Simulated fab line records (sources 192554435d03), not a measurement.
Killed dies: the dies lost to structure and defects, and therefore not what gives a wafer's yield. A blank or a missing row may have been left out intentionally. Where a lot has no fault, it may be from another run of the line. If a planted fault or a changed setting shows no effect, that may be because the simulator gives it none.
Matching of chambers    flow n5 finfet    N5_BEOL_M0_CUTY_ETCH_63 on rie diel-01 has 4 sister chambers
The step etches SOC in N2/H2, target depth 82.7 nm, overetch 16.5 nm, time 124 s. 4 wafers are shown with their chamber, then 9 later ones without.

## WAFERS PAIRED WITH THEIR CHAMBERS
wafer   chamber  showerhead plenum p Torr (Torr)
L087.1  2        2.60
L088.2  0        2.71
L088.3  3        2.56
L088.4  1        2.52

## WAFERS WHOSE CHAMBER IS MISSING
wafer   showerhead plenum p Torr (Torr)
L091.3  2.56
L091.4  2.52
L091.5  2.60
L095.2  2.55
L095.5  2.55
L095.6  2.59
L097.4  2.59
L097.5  2.59
L097.6  2.55

## THE CHAMBER EACH PASSED THROUGH
wafer   from the rows above  in truth
L091.3  3                    3
L091.4  1                    1
L091.5  2                    2
L095.2  3                    3
L095.5  3                    3
L095.6  2                    2
L097.4  2                    2
L097.5  2                    2
L097.6  3                    3
Placed correctly: 9 of 9. Left unplaced by these rows: 0. 0 placed wrongly.
How it was worked out, from the rows above alone: a wafer's distance from a chamber is the root of the sum, over the readings, of the square of ((its reading less the chamber's mean) divided by the reading's scatter). The wafer belongs to the nearest chamber; if the next one is less than 2 further off, it can't be placed. The mean given for a chamber averages the wafers shown for that chamber. The scatter: with one shown wafer a chamber, the root of the mean of the squares of how far each hidden wafer lies from its nearest shown one.
